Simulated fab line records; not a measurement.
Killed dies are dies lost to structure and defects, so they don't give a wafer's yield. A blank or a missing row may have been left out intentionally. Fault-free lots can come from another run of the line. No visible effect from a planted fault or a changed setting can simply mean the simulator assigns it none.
One fault seen from 2 desks -- flow n5_finfet -- each desk holds nothing but its own numbers, with what lay behind them at the end

## AT THE METROLOGY DESK
Means of the sampled wafers that have a number, per lot and without regard to the tool the lot ran on: this is what the gauges read. If a lot's mean is further than 4 standard deviations from the usual mean, the lot is out of limits and carries the mark OUT (the distance appears in the brackets). 7 of its 17 readings are shown: the first one out of limits and those lying furthest out on some lot.
Columns: A = RS_SD_N at N5_SD_ACTIVATION_RS_MEAS_03, usual 21.9 ohm/sq; B = RS_SD_P at N5_SD_ACTIVATION_RS_MEAS_03, usual 55.9 ohm/sq; C = IOFF_P_LONG at N5_BEOL_M4_RC_MEAS_101, usual 0.000105 nA/um; D = RC_DENSE_N at N5_BEOL_M4_RC_MEAS_101, usual 19.0 ohm.um; E = RC_N at N5_BEOL_M4_RC_MEAS_101, usual 15.4 ohm.um; F = REXT_N at N5_BEOL_M4_RC_MEAS_101, usual 75.5 ohm.um; G = RS_SD_N at N5_BEOL_M4_RC_MEAS_101, usual 28.3 ohm/sq
lot,first seen here,A,B,C,D,E,F,G
L557,day 3 14:16,22.3,57.6,0.000107,19.5,15.9,76.9,28.9
L559,day 3 23:30,21.6,56.1,0.000110,18.8,15.5,74.3,28.0
L566,day 5 15:28,21.9,54.7,0.000111,18.9,15.4,76.4,28.5
L568,day 6 08:12,22.3,55.1,0.000113,18.2,14.9,75.9,28.6
L570,day 6 17:11,21.7,55.6,0.000104,18.7,15.1,76.9,28.2
L573,day 7 14:25,21.7,54.7,0.000105,18.8,15.4,74.3,28.0
L577,day 8 11:57,18.9 (-8.3) OUT,55.7,0.000134,16.1 (-5.8) OUT,13.1 (-5.7) OUT,70.7,24.8 (-7.7) OUT
L579,day 9 00:52,18.7 (-8.9) OUT,55.2,0.000137 (+4.3) OUT,17.0,13.8,69.9,24.7 (-7.8) OUT
This desk's finding: out of limits on L577, L579; first on L577, day 8 11:57 (RS_SD_N at N5_SD_ACTIVATION_RS_MEAS_03). L557, L559, L566, L568, L570, L573 stayed within limits.

## AT THE TOOL OWNER'S DESK: laser_anneal-01
The tool's own readings at N5_SD_ACTIVATION_LSA_01 (time 0.0008 s): means of the sampled wafers that have a number, for each lot that ran on this tool. If a lot's mean is further than 4 standard deviations from the usual mean, the lot is out of limits and carries the mark OUT (the distance appears in the brackets).
Columns: A = wafer_temp_C_max at N5_SD_ACTIVATION_LSA_01, usual 1084.5
lot,first seen here,A
L566,day 5 15:16,1085.0
L568,day 6 07:59,1085.1
L573,day 7 14:13,1084.9
L577,day 8 11:44,1116.5 (+17) OUT
L579,day 9 00:40,1115.8 (+16) OUT
This desk's verdict: out of limits on L577, L579, starting with L577 at day 8 11:44 (wafer_temp_C_max at N5_SD_ACTIVATION_LSA_01). L566, L568, L573 stayed within limits.

## PUT TOGETHER
On L577, L579, at day 8 11:44, an alarm was possible from the tool owner's desk.
An alarm was possible from the metrology desk at day 8 11:57, on L577, L579.
On laser_anneal-01, each named lot ran N5_SD_ACTIVATION_LSA_01.

## WHAT WAS PUT IN BY THE SIMULATOR
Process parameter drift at N5_SD_ACTIVATION_LSA_01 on laser_anneal-01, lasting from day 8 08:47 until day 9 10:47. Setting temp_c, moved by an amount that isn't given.
Lots struck among those shown: L577, L579.
Counting hours from when the fault started, the first reading out of limits came at 3 for the tool owner's desk and at 3 for the metrology desk.
